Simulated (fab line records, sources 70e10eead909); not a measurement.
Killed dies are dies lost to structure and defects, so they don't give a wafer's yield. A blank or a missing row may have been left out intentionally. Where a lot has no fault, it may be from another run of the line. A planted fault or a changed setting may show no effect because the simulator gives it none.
Struck lot and sound lot, side by side + flow nand harc + 13 out of 1302 route steps
Sound: these wafers, L858.4, L858.5, L858.6. The struck wafers were L867.2, L867.3, L867.5. The cause is named last.
At each step with rows: each side's tool, then ch and its chambers, then its first start. Under that, the readings that differ: sound wafers + struck wafers + difference of the means + sigmas: that difference in standard deviations of wafers without a fault.
alike: readings with means less than 2 such deviations apart, plus words and numbers identical on both sides. not compared: withheld readings, readings lacking a value on some wafer, bounds such as >300 that could conceal the same value, and numbers that have no deviation in the record and whose values overlap.
A row with sigmas, a row that says differs or no value, or rows on one side alone: a step with any of these is where the two part. Numbers that don't overlap but have no deviation are shown without sigmas and don't part them. Lack of a reading on every wafer of one side parts them only where that side has two or more wafers.

first, 1 step without rows for these wafers: NHARC_P_M1_DEGAS_29 (time 60 s).
NHARC_P_M1_PRE_CLEAN_30: time 30 s.
  sound on pvd sputter-01; struck on pvd sputter-02
  alike: heater power w
then, 1 step without rows for these wafers: NHARC_P_M1_PVD_20 (deposits TaN, target thk 5 nm, time 8.06 s).
NHARC_P_M1_PVD_21: deposits Cu, target thk 30 nm, time 20.49 s.
  sound on pvd sputter-01; struck on pvd sputter-02
  alike: chamber pressure pa, throttle valve pct
then, 1 step without rows for these wafers: NHARC_P_M1_ECD_22 (material Cu, target thk 400 nm).
NHARC_P_M1_ANNEAL_31: time 90 s.
  sound on rtp anneal-02 ch 0, day 7 05:16; struck on rtp anneal-01 ch 0, day 11 06:43
  alike: wafer_temp_C_max
NHARC_P_M1_CMP_23: polishes, t overpolish 20 s, target thk 157.82 nm.
  sound on cmp-04 ch 0,3, day 7 05:28; struck on cmp-03 ch 1,2,3, day 11 07:04
| reading                | sound          | struck         | difference | sigmas |
|------------------------|----------------|----------------|------------|--------|
| time to endpoint s (s) | 24.6 27.5 27.2 | 32.6 30.8 31.8 | +5.3       | +2     |
  alike: motor current A, slurry flow ml min
NHARC_P_M1_THK_MEAS_24: measures by xrf.
  sound on film metro-01, day 7 05:46; struck on film metro-01, day 11 07:20
  alike: thk nm
then, 1 step without rows for these wafers: NHARC_P_M1_SRD_25.
NHARC_P_M1_INSPECT_27:
  sound on defect inspect-01, day 7 05:56; struck on defect inspect-01, day 11 07:29
  alike: raw defect count
NHARC_P_M1_PRE_CLEAN_32: time 12 s.
  sound on pecvd-03 ch 0,1,2, day 7 06:02; struck on pecvd-03 ch 1,2, day 11 07:34
  alike: heater power w
  not compared: since wet clean h
NHARC_P_M1_DEP_33: deposits SiCN, target thk 30 nm.
  sound on pecvd-03 ch 0,1,2, day 7 06:12; struck on pecvd-03 ch 1,2, day 11 07:41
  no value came back on the struck wafers for chamber pressure Torr (Torr), heater power outer w (W), heater power w (W); on the sound wafers chamber pressure Torr (Torr) reads 3.010 3.005 2.999
  not compared: since wet clean h
then, 1 step without rows for these wafers: NHARC_P_M2_DEP_00 (deposits SiOC, target thk 182.5 nm).

== WHERE THEY PART ==
First at NHARC_P_M1_CMP_23; last, within this record, at NHARC_P_M1_DEP_33.

WHY: the cause the simulator had injected
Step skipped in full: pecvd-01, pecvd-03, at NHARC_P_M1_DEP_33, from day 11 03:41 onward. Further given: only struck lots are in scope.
